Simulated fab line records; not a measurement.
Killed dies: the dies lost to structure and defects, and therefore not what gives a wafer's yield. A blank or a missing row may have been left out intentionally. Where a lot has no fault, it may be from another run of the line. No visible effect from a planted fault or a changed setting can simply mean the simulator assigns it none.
Matching of chambers	flow n5Finfet	rieDiel-06 running N5_BEOL_M2_ETCH_74: 4 sister chambers
The step etches underlayer in N2/H2, target depth 6.5 nm, time 5.2 s. 16 wafers are shown with their chamber, then 8 later ones without.

== EACH WAFER AND ITS CHAMBER ==
wafer	chamber	drypumpMotorCurrentA (A)	throttleValvePct (%)	showerheadPlenumPTorr (Torr)
L074.2	2	6.3	18.12	2.40
L074.3	0	5.8	18.00	2.66
L074.5	0	5.8	17.99	2.66
L080.2	0	5.8	18.02	2.65
L080.3	3	5.2	17.63	2.43
L080.6	0	5.8	18.02	2.65
L082.2	1	5.5	18.24	2.53
L082.3	3	5.2	17.64	2.43
L082.5	0	5.8	18.04	2.65
L084.2	1	5.4	18.26	2.52
L084.3	0	5.8	18.03	2.65
L084.6	2	6.3	17.59	2.72
L085.1	2	6.3	17.58	2.72
L085.2	0	5.8	18.07	2.65
L085.3	1	5.4	18.25	2.52
L088.1	0	5.8	18.06	2.65

SIGNATURES (means of the wafers above)
reading	chamber 0	chamber 1	chamber 2	chamber 3	scatter within a chamber
drypumpMotorCurrentA	5.800	5.433	6.300	5.200	0.0236
throttleValvePct	18.0287	18.2500	17.7633	17.6350	0.128
showerheadPlenumPTorr	2.6525	2.5233	2.6133	2.4300	0.0755
Rule: a wafer lies at a distance from a chamber equal to the root of the sum of squares, over the readings, of (its reading less the chamber's mean, divided by the reading's scatter). If the next closest chamber is less than 2 further off than the closest, the wafer can't be placed; otherwise it belongs to the closest. The scatter: the root of (the sum of the squares of (reading less its chamber's mean) over the shown wafers, divided by (wafers less chambers)).

== WAFERS WITH NO CHAMBER GIVEN ==
wafer	drypumpMotorCurrentA (A)	throttleValvePct (%)	showerheadPlenumPTorr (Torr)
L088.4	6.3	17.60	2.72
L088.5	6.3	17.58	2.72
L092.1	6.3	17.64	2.71
L092.2	5.2	17.68	2.42
L092.5	5.5	18.28	2.52
L093.1	6.3	17.60	2.71
L093.2	5.8	18.08	2.64
L093.5	5.8	18.05	2.64

== THE CHAMBER EACH PASSED THROUGH ==
wafer	from the rows above	in truth
L088.4	2	2
L088.5	2	2
L092.1	2	2
L092.2	3	3
L092.5	1	1
L093.1	2	2
L093.2	0	0
L093.5	0	0
Correctly placed: 8 of 8. Can't be placed from these rows: 0. Number placed wrongly: 0.
